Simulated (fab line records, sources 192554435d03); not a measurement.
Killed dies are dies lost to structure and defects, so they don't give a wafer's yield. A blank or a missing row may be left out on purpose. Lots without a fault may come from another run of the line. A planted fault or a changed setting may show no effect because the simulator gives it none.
Split-lot experiment | flow n5_finfet | 7 lots, 21 wafers read, on a route of 1938 steps

THE SPLIT
At N5_BEOL_M1_ILD_DEP_00 (deposits SiOC from DEMS/O2, target thk 79 nm, time 15.3 s), the setting time_s was moved away from the recipe's 15.3 s on 6 of the 21 wafers read, by -9.1% to +14.2%. The other wafers ran this setting at the recipe's value.

The file shows no step between the split and the reading.

THE READING
M1_ILD_THK, in nm, at N5_BEOL_M1_THK_MEAS_01. Fault-free wafers of this fab line usually give 78.4 nm, standard deviation 0.93 nm.

wafer  | tool, chamber at the split | time_s as run, s | against the recipe | M1_ILD_THK, nm | against lot-mates on the recipe
L079.1 | pecvd-01, 0                | 14.67            | -4.1%              | 75.5           | -3.3
L079.2 | pecvd-01, 1                | 14.67            | -4.1%              | 75.0           | -3.8
L079.3 | pecvd-01, 2                | 15.3             | recipe             | 78.8           | -
L080.3 | pecvd-03, 0                | 15.3             | recipe             | 77.9           | -
L080.4 | pecvd-03, 0                | 15.3             | recipe             | 79.2           | -
L080.6 | pecvd-03, 1                | 15.3             | recipe             | 79.1           | -
L081.1 | pecvd-03, 2                | 13.91            | -9.1%              | 71.0           | -6.8
L081.4 | pecvd-03, 1                | 15.3             | recipe             | 78.6           | -
L081.6 | pecvd-03, 0                | 15.3             | recipe             | 77.1           | -
L082.2 | pecvd-03, 0                | 15.3             | recipe             | 78.2           | -
L082.3 | pecvd-03, 2                | 16.91            | +10.5%             | 86.2           | +7.6
L082.4 | pecvd-03, 1                | 15.3             | recipe             | 78.9           | -
L088.3 | pecvd-02, 1                | 17.48            | +14.2%             | 89.9           | +10.0
L088.4 | pecvd-02, 0                | 15.3             | recipe             | 79.8           | -
L088.6 | pecvd-02, 0                | 15.3             | recipe             | 80.0           | -
L097.4 | pecvd-03, 2                | 17.36            | +13.5%             | 89.0           | +9.4
L097.5 | pecvd-03, 1                | 15.3             | recipe             | 79.4           | -
L097.6 | pecvd-03, 0                | 15.3             | recipe             | 79.7           | -
L096.1 | pecvd-02, 0                | 15.3             | recipe             | 77.1           | -
L096.5 | pecvd-02, 2                | 15.3             | recipe             | 78.7           | -
L096.6 | pecvd-02, 1                | 15.3             | recipe             | 79.8           | -

THE FIT
A straight line over all 21 wafers: M1_ILD_THK changes by +0.778 nm for each +1% of time_s; r = +0.98; the points scatter about the line by 0.83 nm.
The same after taking each lot's own level away (the mean of its wafers on the recipe; 21 wafers): +0.726 nm for each +1%; r = +0.99; scatter 0.61 nm.
On that fit, the largest move of time_s shifts the reading by 10 nm.
The lots' own levels span 77.85 to 79.90 nm, that is 2.2 times the standard deviation above.
So the lot-to-lot level changes the slope little: the two slopes agree.
Check: with one of the wafers moved furthest among these (+14.2%) left out of the fit, the line predicts +10.4 nm for it against its lot-mates. It came out at +10 nm against them.

OTHER SPLITS ON THESE WAFERS
These wafers also went through other splits before the reading. Each is held against what the fit with the lots' levels taken away leaves over:
other split on the same wafers         | wafers away from the commonest value | r with M1_ILD_THK (lot level and that fit taken away)
N5_HKMG_FIN_PEB_47 peb_time_s          | 6                                    | -0.10
N5_GATE_CUT_COAT_27 spin_rpm           | 8                                    | +0.13
N5_GATE_CUT_DESCUM_18 time_s           | 7                                    | +0.18
N5_MOL_CONTACT_COAG_ETCH_15 source_w   | 4                                    | -0.31
N5_BEOL_M0_SAQP_COAT_08 spin_rpm       | 4                                    | -0.02
N5_BEOL_M0_SAQP_MANDREL_ETCH_20 bias_w | 6                                    | +0.06
N5_BEOL_M0_SAQP_STRIP_86 h2_flow_sccm  | 7                                    | +0.19

THE WHOLE CHAIN: every reading that the file lists as answering this split, in the file's order
step                   | what it does                                              | reading                                                                            | change (the file's fit)               | r (the file's)
N5_BEOL_M1_ILD_DEP_00  | deposits SiOC from DEMS/O2, target thk 79 nm, time 15.3 s | SiOC_of_BEOL_M1_ILD_DEP_00.thk_nm (the simulator's own value, which no gauge read) | +0.718 nm for each +1% of the setting | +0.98
N5_BEOL_M1_THK_MEAS_01 |                                                           | M1_ILD_THK                                                                         | +0.718 for each +1% of the setting    | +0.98

THE FILE'S OWN FIT
M1_ILD_THK changes by +0.718 nm for each +1% of time_s, r = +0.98.
